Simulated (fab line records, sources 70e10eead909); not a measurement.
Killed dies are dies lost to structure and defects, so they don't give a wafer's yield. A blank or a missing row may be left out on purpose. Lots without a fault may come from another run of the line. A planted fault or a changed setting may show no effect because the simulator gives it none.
fab line records | flow nand_harc
record lots=6 wafers=18 last_day=33
route steps=1302 shown A_CONTACT@1044 END@1302
lots that met no fault: from a run of the same line without faults
start_h: hours from the record's first day to the start of the lot's first wafer shown | wait_h: hours since the lot's step before | " the same as in the row above | L1.1+2: a row that stands for several wafers | - no value, or no start given | * or withheld: withheld | < > ~ a bound
route shown NAME@n: a module of which the file shows steps, and the number in the route of the first | usual: mean/standard deviation of fault-free wafers | same: alike in all rows | chamber/n: place in a boat | sites: the reading at each site | _std_site: their standard deviation | _edge_site: outer sites' mean less inner sites' | radius_mm: how far each site lies from the wafer's centre | mask NAME#n: copy n | behind: the tool/chamber that last shaped the wafer | hold: why the lot was held/for how many hours/how that ended | device: the transistor (n, p or np) that didn't switch | end of line: the same wafers' tests at the end of the route | a step without rows: its recipe alone | killed: dies lost to structure and defects at the first sort, not the wafer's yield | map: a wafer's dies, x killed, . not, _ none there
set.NAME: the setting as run; set.NAME@STEP: as run at that earlier step | model.NAME: the simulator's own value behind a step, which no gauge read
lots at some steps of the route; a table a step, a row a wafer
services: from which hour (start_h, from the record's first day; less than 0 if before it) a tool's chamber was out of use, for how many hours, and why
## steps
# step NHARC_A_CONTACT_ETCH_76
# recipe target_depth_a=2600 over_etch_frac=0.3 time_s=475.3 ion_energy_ev=200 n2_flow_sccm=150 h2_flow_sccm=150 ar_flow_sccm=0 rf_w=400 bias_w=150 chemistry=N2/H2
# usual drypump_motor_current_A=5.8/0.67 h2_flow_sccm=150.0/0.43 oes_product_au=1.001/0.0072 rf_vpp_V=431.2/2.9 showerhead_plenum_p_Torr=2.07/0.1 throttle_valve_pct=14.169/0.01
# columns lot.wafer tool chamber start_h wait_h drypump_motor_current_A h2_flow_sccm oes_product_au rf_hours_counter_h rf_vpp_V showerhead_plenum_p_Torr throttle_valve_pct
L606.1 rie_diel-04 2 - - 5.7 150.6 1.003 20 433.1 2.13 14.144
L606.6 " 0 " " 6.8 149.4 1.011 - 423.9 1.87 14.172
L606.5 " 1 " " 5.2 150.1 1.010 - 431.3 2.02 14.157
L608.2 rie_diel-04 1 - - 5.1 150.4 0.994 18 428.3 2.02 14.174
L608.3 " 3 " " 6.2 149.7 0.998 22 431.1 2.06 14.166
L608.6 " 1 " " 5.1 149.7 0.982 - 429.2 2.02 14.169
L616.4 rie_diel-04 2 - - 5.7 150.4 0.998 9 433.3 2.13 14.145
L616.1 " 3 " " 6.2 150.5 1.003 13 431.6 2.05 14.174
L616.3 " 1 " " 5.1 150.5 0.989 8 431.1 2.01 14.150
L617.3 rie_diel-04 1 - - 5.2 149.6 1.000 11 430.6 2.01 14.175
L617.1 " 2 " " 5.7 150.4 1.003 13 432.9 2.12 14.159
L617.6 " 3 " " 6.2 150.2 0.997 - 430.9 2.05 14.182
L624.3 rie_diel-12 0 - - 5.0 149.8 0.993 29 434.6 2.19 14.153
L624.2 " 1 " " 4.8 150.3 0.990 31 430.2 1.98 14.149
L624.4 " 2 " " 6.4 149.8 1.003 34 426.5 1.91 14.177
L628.3 rie_diel-13 3 - - 5.0 149.7 0.997 7 430.5 2.08 14.176
L628.4 " 0 " " 6.4 149.9 1.000 5 426.4 1.90 14.186
L628.5 " 2 " " 5.7 149.5 0.998 - 427.2 1.90 14.161
# step NHARC_A_CONTACT_ETCH_77
# recipe target_depth_a=1089 time_s=54.5 cf4_flow_sccm=100 chf3_flow_sccm=30 ar_flow_sccm=0 rf_w=500 bias_w=200 chemistry=CF4/CHF3
# step NHARC_A_CONTACT_ETCH_78
# recipe target_depth_a=53000 over_etch_frac=0.3 time_s=1378 ion_energy_ev=150 o2_flow_sccm=400 cos_flow_sccm=20 ar_flow_sccm=0 rf_w=500 bias_w=300 chemistry=O2/COS
# step NHARC_A_CONTACT_ETCH_124
# recipe source_w=withheld pressure_mtorr=20 bias_v=withheld time_s=140 target_depth_a=7000 ar_flow_sccm=withheld c4f8_flow_sccm=withheld o2_flow_sccm=withheld chemistry=C4F8/O2/Ar
# step NHARC_A_CONTACT_ETCH_125
# recipe source_w=withheld pressure_mtorr=20 bias_v=3000 time_s=197 target_depth_a=19180 ar_flow_sccm=withheld c4f8_flow_sccm=withheld o2_flow_sccm=withheld chemistry=C4F8/O2/Ar
# step NHARC_A_CONTACT_ETCH_126
# recipe source_w=withheld pressure_mtorr=20 bias_v=3000 time_s=197 target_depth_a=19180 ar_flow_sccm=withheld c4f8_flow_sccm=withheld o2_flow_sccm=withheld chemistry=C4F8/O2/Ar
# step NHARC_A_CONTACT_ETCH_127
# recipe source_w=withheld pressure_mtorr=20 bias_v=3000 time_s=197 target_depth_a=19180 ar_flow_sccm=withheld c4f8_flow_sccm=withheld o2_flow_sccm=withheld chemistry=C4F8/O2/Ar
# step NHARC_A_CONTACT_ETCH_128
# recipe source_w=withheld pressure_mtorr=20 bias_v=3000 time_s=197 target_depth_a=19180 ar_flow_sccm=withheld c4f8_flow_sccm=withheld o2_flow_sccm=withheld chemistry=C4F8/O2/Ar
# step NHARC_A_CONTACT_ETCH_129
# recipe source_w=withheld pressure_mtorr=20 bias_v=3000 time_s=197 target_depth_a=19180 ar_flow_sccm=withheld c4f8_flow_sccm=withheld o2_flow_sccm=withheld chemistry=C4F8/O2/Ar
# step NHARC_A_CONTACT_ETCH_130
# recipe source_w=withheld pressure_mtorr=20 bias_v=3000 time_s=197 target_depth_a=19180 ar_flow_sccm=withheld c4f8_flow_sccm=withheld o2_flow_sccm=withheld chemistry=C4F8/O2/Ar
# step NHARC_A_CONTACT_ETCH_131
# recipe source_w=withheld pressure_mtorr=20 bias_v=3000 time_s=197 target_depth_a=19180 ar_flow_sccm=withheld c4f8_flow_sccm=withheld o2_flow_sccm=withheld chemistry=C4F8/O2/Ar
# step NHARC_A_CONTACT_ETCH_132
# recipe source_w=withheld pressure_mtorr=20 bias_v=3000 time_s=197 target_depth_a=19240 ar_flow_sccm=withheld c4f8_flow_sccm=withheld o2_flow_sccm=withheld chemistry=C4F8/O2/Ar
# step NHARC_A_CONTACT_ETCH_133
# recipe source_w=withheld pressure_mtorr=20 bias_v=400 time_s=374 target_depth_a=16100 ar_flow_sccm=withheld c4f8_flow_sccm=11.5 o2_flow_sccm=7.2 chemistry=C4F8/O2/Ar
# columns lot.wafer tool chamber start_h wait_h rf_hours_counter_h
L606.1 har_cap_etch-03 0 521.65 0.2 45
L606.6 " 1 " " -
L606.5 " 0 " " -
L608.2 har_cap_etch-01 1 526.80 0.1 4
L608.3 " 1 " " -
L608.6 " 0 " " -
L616.1 har_cap_etch-01 1 610.12 0.2 18
L616.3 " 0 " " -
L616.4 " 1 " " -
L617.1 har_cap_etch-01 0 632.50 0.2 21
L617.3 " 0 " " -
L617.6 " 1 " " -
L624.2 har_cap_etch-01 0 720.20 0.2 37
L624.3 " 1 " " -
L624.4 " 0 " " -
L628.3 har_cap_etch-03 1 733.22 0.2 -
L628.4 " 0 " " -
L628.5 " 1 " " -
# step NHARC_A_CONTACT_ETCH_91
# recipe target_depth_a=400 over_etch_frac=0.5 time_s=85.7 ion_energy_ev=120 ch3f_flow_sccm=50 o2_flow_sccm=30 ar_flow_sccm=200 rf_w=500 bias_w=100 chemistry=CH3F/O2
# usual drypump_motor_current_A=5.8/0.67 oes_product_au=0.95/0.033 rf_vpp_V=244.7/1.7 showerhead_plenum_p_Torr=2.49/0.11 throttle_valve_pct=20.663/0.0092
# columns lot.wafer tool chamber start_h wait_h drypump_motor_current_A oes_product_au rf_hours_counter_h rf_vpp_V showerhead_plenum_p_Torr throttle_valve_pct
L606.1 rie_diel-12 2 522.40 0.7 6.4 0.92 22 243.9 2.34 20.682
L606.5 " 0 " " 5.0 0.93 - 247.4 2.65 20.661
L606.6 " 1 " " 4.8 0.92 - 242.5 2.41 20.670
L608.2 rie_diel-12 1 527.59 0.7 4.8 0.93 25 243.6 2.41 20.656
L608.3 " 3 " " 6.3 0.93 21 244.3 2.58 20.655
L608.6 " 1 " " 4.8 0.92 - 243.1 2.41 20.676
L616.1 rie_diel-12 2 610.83 0.6 6.5 0.92 50 241.7 2.32 20.678
L616.4 " 3 " " 6.3 0.93 47 244.8 2.57 20.680
L616.3 " 1 " " 4.8 0.93 52 243.0 2.40 20.659
L617.1 rie_diel-12 2 633.23 0.7 6.4 1.00 0 242.2 2.32 20.658
L617.3 " 3 " " 6.3 1.00 0 244.2 2.57 20.668
L617.6 " 2 " " 6.5 1.00 - 240.6 2.32 20.663
L624.3 rie_diel-13 2 720.92 0.6 5.8 1.00 4 240.4 2.31 20.662
L624.2 " 3 " " 5.0 1.01 3 245.4 2.50 20.661
L624.4 " 1 " " 5.2 0.99 4 244.0 2.39 20.661
L628.3 rie_diel-04 2 733.87 0.6 5.7 0.93 2 245.6 2.55 20.656
L628.4 " 0 " " 6.8 0.93 2 245.5 2.65 20.669
L628.5 " 3 " " 6.3 0.94 - 244.9 2.46 20.673
# step NHARC_A_CONTACT_ETCH_97
# recipe target_depth_a=200 over_etch_frac=0.5 time_s=10 ion_energy_ev=250 c4f6_flow_sccm=25 o2_flow_sccm=20 ar_flow_sccm=500 rf_w=600 bias_w=500 chemistry=C4F6/O2
# usual drypump_motor_current_A=5.9/0.68 oes_product_au=0.964/0.027 rf_vpp_V=548/3.7 showerhead_plenum_p_Torr=3.98/0.17 throttle_valve_pct=26.903/0.0092
# columns lot.wafer tool chamber start_h wait_h drypump_motor_current_A oes_product_au rf_hours_counter_h rf_vpp_V showerhead_plenum_p_Torr throttle_valve_pct
L606.1 rie_diel-12 2 - - 6.4 0.936 22 543 3.74 26.906
L606.6 " 1 " " 4.8 0.951 - 547 3.86 26.911
L606.5 " 2 " " 6.4 0.938 - 542 3.74 26.895
L608.3 rie_diel-12 0 - - 5.0 0.940 21 552 4.21 26.914
L608.2 " 2 " " 6.5 0.950 23 543 3.74 26.907
L608.6 " 1 " " 4.8 0.950 - 547 3.85 26.901
L616.1 rie_diel-12 0 - - 5.0 0.959 48 551 4.20 26.915
L616.3 " 1 " " 4.8 0.948 52 543 3.84 26.897
L616.4 " 2 " " 6.4 0.971 50 542 3.72 26.901
L617.3 rie_diel-12 1 - - 4.8 1.002 0 545 3.83 26.896
L617.1 " 2 " " 6.4 1.004 0 542 3.72 26.910
L617.6 " 0 " " 5.0 1.000 - 552 4.19 26.910
L624.4 rie_diel-13 1 - - 5.2 1.006 4 544 3.82 26.903
L624.3 " 2 " " 5.8 0.997 4 543 3.69 26.904
L624.2 " 3 " " 5.0 0.994 3 548 3.99 26.893
L628.3 rie_diel-04 3 - - 6.3 0.950 3 548 3.93 26.912
L628.4 " 0 " " 6.8 0.942 2 551 4.21 26.899
L628.5 " 3 " " 6.3 0.947 - 548 3.93 26.896
# step NHARC_A_CONTACT_CD_MEAS_80
# usual cd_nm=289.6/0.67
# columns lot.wafer tool chamber start_h wait_h cd_nm
L606.1 cd_sem-01 - 522.59 - 288.8
L606.5 " - " " 289.7
L606.6 " - " " 289.0
L608.2 cd_sem-01 - 527.81 - 288.8
L608.3 " - " " 288.7
L608.6 " - " " 288.9
L616.1 cd_sem-02 - 611.04 - 289.0
L616.3 " - " " 289.5
L616.4 " - " " 289.6
L617.1 cd_sem-02 - 633.43 - 290.5
L617.3 " - " " 290.1
L617.6 " - " " 289.5
L624.2 cd_sem-01 - 721.14 - 291.1
L624.3 " - " " 290.3
L624.4 " - " " 290.3
L628.3 cd_sem-01 - 734.09 - 290.3
L628.4 " - " " 289.5
L628.5 " - " " 290.0
# step NHARC_A_CONTACT_STRIP_103
# recipe n2_flow_sccm=150 h2_flow_sccm=150 ar_flow_sccm=0 bias_w=0 chemistry=N2/H2
# step NHARC_A_CONTACT_STRIP_104
# recipe cf4_flow_sccm=100 chf3_flow_sccm=30 ar_flow_sccm=0 bias_w=0 chemistry=CF4/CHF3
# step NHARC_A_CONTACT_STRIP_105
# recipe o2_flow_sccm=400 cos_flow_sccm=20 ar_flow_sccm=0 bias_w=0 chemistry=O2/COS
# step NHARC_A_CONTACT_ETCH_106
# recipe target_depth_a=900 overetch_a=90 time_s=49.5 ion_energy_ev=100 cf4_flow_sccm=80 o2_flow_sccm=20 ar_flow_sccm=0 rf_w=300 bias_w=100 chemistry=CF4/O2
# step NHARC_A_CONTACT_STRIP_82
# recipe o2_flow_sccm=500 ar_flow_sccm=0 bias_w=0 chemistry=O2
# step NHARC_A_CONTACT_STRIP_83
# recipe time_s=600 temp_c=30 chemistry=post_etch_residue_remover
# step NHARC_A_CONTACT_DEP_84
# recipe target_thk_a=28000 temp_c=400 material=aC
# step NHARC_A_CONTACT_DEP_85
# recipe target_thk_a=600 target_thk_nm=60 temp_c=400 pressure_torr=3.5 flow_sccm=200 rf_w=350 material=SiON
# step NHARC_A_CONTACT_DEHYDRATE_00
# recipe temp_c=150 time_s=120
# step NHARC_A_CONTACT_HMDS_01
# recipe time_s=30
# step NHARC_A_CONTACT_COAT_86
# recipe temp_c=260 time_s=75
# step NHARC_A_CONTACT_COAT_87
# recipe temp_c=225 time_s=65
# step NHARC_A_CONTACT_COAT_02
# recipe spin_rpm=1500 resist_thk_nm=90
# step NHARC_A_CONTACT_SOFTBAKE_03
# recipe temp_c=105 time_s=55
# step NHARC_A_CONTACT_EBR_04
# step NHARC_A_CONTACT_EXPOSE_05
# recipe na=1.35 sigma_outer=0.8 dose_mj=84.24 mask_id=A_CC
# step NHARC_A_CONTACT_PEB_06
# recipe peb_temp_c=100 peb_time_s=65
# step NHARC_A_CONTACT_DEVELOP_07
# recipe develop_time_s=35 dev_temp_c=23
# step NHARC_A_CONTACT_CD_MEAS_08
# recipe target_cd_nm=200 landing_energy_ev=500
# usual cd_nm=200.0/0.43
# columns lot.wafer tool chamber start_h wait_h cd_nm
L606.1 cd_sem-02 0 526.63 - 199.4
L606.5 " 0 " " 199.6
L606.6 " 0 " " 199.2
L608.2 cd_sem-01 0 532.16 - 200.6
L608.3 " 0 " " 201.1
L608.6 " 0 " " 200.0
L616.1 cd_sem-03 0 620.73 - 200.7
L616.3 " 0 " " 200.9
L616.4 " 0 " " 200.2
L617.1 cd_sem-02 0 636.90 - 199.4
L617.3 " 0 " " 199.9
L617.6 " 0 " " 199.7
L624.2 cd_sem-02 0 724.75 - 199.9
L624.3 " 0 " " 200.3
L624.4 " 0 " " 199.2
L628.3 cd_sem-03 0 737.57 - 199.9
L628.4 " 0 " " 200.1
L628.5 " 0 " " 200.6
# step NHARC_A_CONTACT_OVL_MEAS_09
# usual overlay_x_nm=-0.2/0.74 overlay_y_nm=-0.1/0.94
# columns lot.wafer tool chamber start_h wait_h overlay_x_nm overlay_y_nm
L606.1 overlay-01 - 526.72 - 0.2 -0.7
L606.5 " - " " 0.5 -1.1
L606.6 " - " " -0.4 -0.7
L608.2 overlay-01 - 532.24 - 1.1 -0.4
L608.3 " - " " 1.1 0.1
L608.6 " - " " 0.6 -0.3
L616.1 overlay-01 - 620.81 - 0.4 1.1
L616.3 " - " " -0.2 0.6
L616.4 " - " " -0.3 1.4
L617.1 overlay-01 - 636.99 - -1.1 -0.3
L617.3 " - " " -0.7 -0.6
L617.6 " - " " -1.4 -0.3
L624.2 overlay-01 - 724.84 - -0.7 -1.9
L624.3 " - " " -0.4 -1.6
L624.4 " - " " -0.7 -2.0
L628.3 overlay-02 - 737.65 - 0.3 -0.3
L628.4 " - " " -0.4 0.0
L628.5 " - " " -0.2 -0.4
# step NHARC_A_CONTACT_DESCUM_13
# recipe time_s=3 o2_flow_sccm=200 ar_flow_sccm=0 bias_power_w=0 chemistry=O2
# step NHARC_A_CONTACT_ETCH_88
# recipe target_depth_a=390 over_etch_frac=0.3 time_s=65 ion_energy_ev=80 cf4_flow_sccm=150 ar_flow_sccm=0 rf_w=300 bias_w=100 chemistry=CF4
# step NHARC_A_CONTACT_ETCH_89
# recipe target_depth_a=2600 over_etch_frac=0.3 time_s=475.3 ion_energy_ev=200 n2_flow_sccm=150 h2_flow_sccm=150 ar_flow_sccm=0 rf_w=400 bias_w=150 chemistry=N2/H2
# step NHARC_A_CONTACT_ETCH_30
# recipe target_depth_a=726 time_s=36.3 cf4_flow_sccm=100 chf3_flow_sccm=30 ar_flow_sccm=0 rf_w=500 bias_w=200 chemistry=CF4/CHF3
# usual drypump_motor_current_A=5.8/0.67 oes_product_au=0.945/0.021 rf_vpp_V=370.9/2.6 showerhead_plenum_p_Torr=1.58/0.074 throttle_valve_pct=16.803/0.0092
# columns lot.wafer tool chamber start_h wait_h drypump_motor_current_A oes_product_au rf_hours_counter_h rf_vpp_V showerhead_plenum_p_Torr throttle_valve_pct
L606.1 rie_diel-04 1 - - 5.1 0.941 19 369.4 1.56 16.821
L606.5 " 0 " " 6.8 0.942 - 366.8 1.45 16.795
L606.6 " 1 " " 5.1 0.932 - 371.0 1.56 16.803
L608.2 rie_diel-13 1 - - 5.2 0.952 2 370.4 1.55 16.795
L608.3 " 3 " " 5.0 0.953 2 373.8 1.62 16.803
L608.6 " 2 " " 5.7 0.960 - 365.8 1.49 16.796
L616.1 rie_diel-12 2 - - 6.4 0.969 56 367.1 1.49 16.799
L616.3 " 3 " " 6.3 0.953 51 373.7 1.64 16.801
L616.4 " 2 " " 6.4 0.965 - 368.9 1.49 16.805
L617.1 rie_diel-04 0 - - 6.8 0.936 17 373.9 1.70 16.805
L617.3 " 3 " " 6.3 0.936 19 370.0 1.58 16.802
L617.6 " 1 " " 5.1 0.925 - 369.4 1.55 16.802
L624.2 rie_diel-04 1 - - 5.1 0.955 2 368.8 1.55 16.796
L624.4 " 2 " " 5.7 0.966 2 370.6 1.63 16.804
L624.3 " 3 " " 6.2 0.972 2 370.2 1.58 16.819
L628.3 rie_diel-12 2 - - 6.4 0.918 38 366.7 1.48 16.797
L628.4 " 0 " " 5.0 0.909 34 373.7 1.68 16.797
L628.5 " 1 " " 4.8 0.924 - 369.5 1.53 16.801
# step NHARC_A_CONTACT_ETCH_31
# recipe target_depth_a=28000 over_etch_frac=0.3 time_s=728 ion_energy_ev=150 o2_flow_sccm=400 cos_flow_sccm=20 ar_flow_sccm=0 rf_w=500 bias_w=300 chemistry=O2/COS
# usual cos_flow_sccm=20.00/0.06 drypump_motor_current_A=5.8/0.66 oes_product_au=1.004/0.0072 rf_vpp_V=314.3/2.2 showerhead_plenum_p_Torr=3.13/0.14 throttle_valve_pct=28.330/0.0095
# columns lot.wafer tool chamber start_h wait_h cos_flow_sccm drypump_motor_current_A oes_product_au rf_hours_counter_h rf_vpp_V showerhead_plenum_p_Torr throttle_valve_pct
L606.1 rie_diel-04 3 - - 20.01 6.3 1.012 23 315.1 3.15 28.318
L606.5 " 0 " " 19.99 6.8 1.016 - 310.2 2.88 28.336
L606.6 " 1 " " 19.98 5.1 1.011 - 313.7 3.09 28.323
L608.3 rie_diel-13 1 - - 20.11 5.2 0.997 2 314.9 3.07 28.325
L608.2 " 3 " " 20.06 5.0 0.998 2 315.4 3.21 28.326
L608.6 " 1 " " 20.08 5.2 1.002 - 314.1 3.07 28.338
L616.3 rie_diel-12 2 - - 19.95 6.4 1.005 56 312.3 2.95 28.338
L616.1 " 0 " " 20.00 5.0 0.995 52 315.7 3.35 28.337
L616.4 " 3 " " 20.11 6.3 1.000 - 315.5 3.26 28.330
L617.1 rie_diel-04 1 - - 19.98 5.2 0.991 13 314.5 3.08 28.334
L617.3 " 2 " " 19.89 5.7 1.005 15 316.9 3.24 28.344
L617.6 " 0 " " 20.02 6.8 1.014 - 318.2 3.36 28.323
L624.2 rie_diel-04 2 - - 20.03 5.7 0.995 2 316.6 3.23 28.332
L624.4 " 3 " " 20.00 6.3 1.000 2 315.0 3.13 28.334
L624.3 " 0 " " 19.88 6.8 1.002 2 316.5 3.36 28.333
L628.3 rie_diel-12 1 - - 19.94 4.8 1.005 35 314.1 3.03 28.332
L628.4 " 2 " " 20.06 6.4 1.017 38 311.1 2.93 28.335
L628.5 " 0 " " 20.10 5.0 1.004 - 315.7 3.33 28.327
# step NHARC_END_SORT_01
# recipe temp_c=25
# usual killed_at_array=52/16 killed_at_other=0.8/1.1 killed_at_periphery=4.2/2.5 killed_dies=57/16 killed_open=3.4/2 killed_short=2.6/1.6
# same gross_dies=677
# columns lot.wafer tool chamber start_h wait_h killed_at_array killed_at_other killed_at_periphery killed_dies killed_open killed_short
L616.3 prober-01 0 670.18 3.1 143 0 6 149 5 4
L617.1 prober-02 0 690.81 2.6 144 1 5 150 4 3
L617.3 prober-02 0 692.43 3.1 166 1 4 171 3 4
L617.6 prober-02 0 694.85 4.0 85 0 5 90 2 4
# killed by level:class
L616.3 A_CONTACT:unspecified=83 A_SLIT:chamber_film_flake=37 A_CHANNEL_HOLE_D2:chamber_film_flake=10 A_STAIRCASE:chamber_film_flake=3 A_WL_FILL:geometric_particle:open=2 P_CONTACT:chamber_film_flake=2 P_GATE:geometric_particle:open=1 P_M1:geometric_particle:open=1
L617.1 A_CONTACT:unspecified=85 A_SLIT:chamber_film_flake=21 A_CHANNEL_HOLE_D1:chamber_film_flake=20 A_CHANNEL_HOLE_D2:chamber_film_flake=11 P_CONTACT:chamber_film_flake=2 P_M0:geometric_particle:open=1 P_M1:geometric_particle:short=1 A_CHANNEL_FILL_D1:geometric_particle:short=1
L617.3 A_CONTACT:unspecified=76 A_CHANNEL_HOLE_D1:chamber_film_flake=31 A_SLIT:chamber_film_flake=22 A_CHANNEL_HOLE_D2:chamber_film_flake=20 A_CONTACT:chamber_film_flake=5 A_ONON_D1:geometric_particle:short=3 A_STAIRCASE:chamber_film_flake=3 P_STI:chamber_film_flake=2
L617.6 A_CHANNEL_HOLE_D1:chamber_film_flake=35 A_SLIT:chamber_film_flake=22 A_CHANNEL_HOLE_D2:chamber_film_flake=13 A_CONTACT:chamber_film_flake=5 A_STAIRCASE:chamber_film_flake=4 P_CONTACT:chamber_film_flake=3 A_ONON_D1:geometric_particle:short=2 P_ZERO_WELL:chamber_film_flake=2
# map L616.3 (x killed, . not)
____________.____________
_________xx....._________
_______.xxx......._______
______.xxxx.xx.....______
_____...xxxx.x...x.x_____
____..x.xxxxxx.......____
____...xxxxxxx.......____
___...xxxxxxxxx.......___
___..x.xxxxxxx........___
__.....xxxxxxxx...x....__
__.....xxxxxxxxx.......__
_....xxxxxxxxx.....x..x._
_.x.....xxxxx......xx.x._
_.x.....xxxxx......x...x_
_.......x..x........xxxx_
_x.................xxx.._
x..x..............xxxxx.x
xx..x..............xxxxxx
..xx.............x.xx.x.x
......x.............xxx..
x.x....................x.
_....................x.x_
_...x..................x_
_.....................x._
_.x............x........_
_....x.................._
__.....x...............__
__.....................__
___..........x........___
___...................___
____.................____
____.................____
_____.....x....x...x_____
______.............______
_______..........._______
_________......._________
____________.____________
# map L617.3 (x killed, . not)
____________.____________
_________x......_________
_______..xx......._______
______xxx.xx.......______
_____x..xxxx.x......_____
____...xxxxxxx.......____
____....xxxxxx.......____
___....xxxxxxxx.......___
___....xxxxxxxx.....x.___
__...xxxxxxxxxx........__
__.x...xxxxxxx......x..__
_......xxxxxxxxx........_
_x.x...xxxx.x......xx.xx_
_.......x.xxx.....x....._
_xxx......xxx.....x.x..._
_x.x................xx.._
x.xx............x...xxx.x
xxx...x...............x.x
xxx................xx.xxx
xxxx...x......x..........
.xx.............x........
_.............x..xx....._
_...........xx..x.x....._
_......x...x.xx..xx....._
_.............xxxxx....._
_............xxxx.xx...._
__.............xxxx....__
__x............xx..x...__
___............x...xx.___
___............x......___
____..x..............____
____...x........x....____
_____..............._____
______........x....______
_______..........._______
_________......._________
____________.____________
## services
# columns tool chamber start_h hours kind
har_cap_etch-01 - 497.00 17.0 pm
rie_diel-12 0 504.44 - clean
rie_diel-12 1 504.44 - clean
rie_diel-12 2 504.44 - clean
rie_diel-12 3 504.44 - clean
rie_diel-13 - 519.05 9.0 pm
rie_diel-12 0 528.94 - clean
rie_diel-12 1 528.94 - clean
rie_diel-12 2 528.94 - clean
rie_diel-12 3 528.94 - clean
rie_diel-04 - 532.01 9.0 pm
har_cap_etch-03 - 536.44 0.8 repair
rie_diel-04 2 541.95 6.8 repair
rie_diel-13 - 541.96 0.2 repair
rie_diel-12 3 581.97 1.5 repair
rie_diel-12 1 602.59 2.8 repair
rie_diel-04 3 614.29 2.4 repair
rie_diel-13 1 614.60 13.0 repair
rie_diel-12 - 623.40 9.0 pm
rie_diel-04 3 647.60 2.8 repair
rie_diel-12 1 650.10 4.9 repair
rie_diel-13 - 696.05 9.0 pm
rie_diel-04 - 709.01 9.0 pm
rie_diel-04 1 729.15 1.3 repair
## key
first_sign step=NHARC_END_SORT_01 reading=killed_at_array direction=up sigmas=6.2 usual=52 struck=151
effect step=NHARC_END_SORT_01 reading=killed_dies direction=up sigmas=6.2 usual=57 struck=157
more_kills_born_at NHARC_A_CONTACT_ETCH_133@har_cap_etch-01=243
met_at NHARC_A_CONTACT_ETCH_133
struck_wafers L616.3,L617.1,L617.3
tester_left_out L616,L617
onset_between 526.80 610.12
fault kind=chamber_particle_source tool=har_cap_etch-01 chamber=0 onset_h=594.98 steps=NHARC_A_CONTACT_ETCH_133 rate_per_visit_cm2=0.83416 end_h=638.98
# tester_left_out: of these lots the tester's yield and bins aren't shown, on N5 and GAA mostly nor the transistor test; their killed dies are dies lost to structure and defects alone, not to doping, threshold or leakage, so they don't give the yield
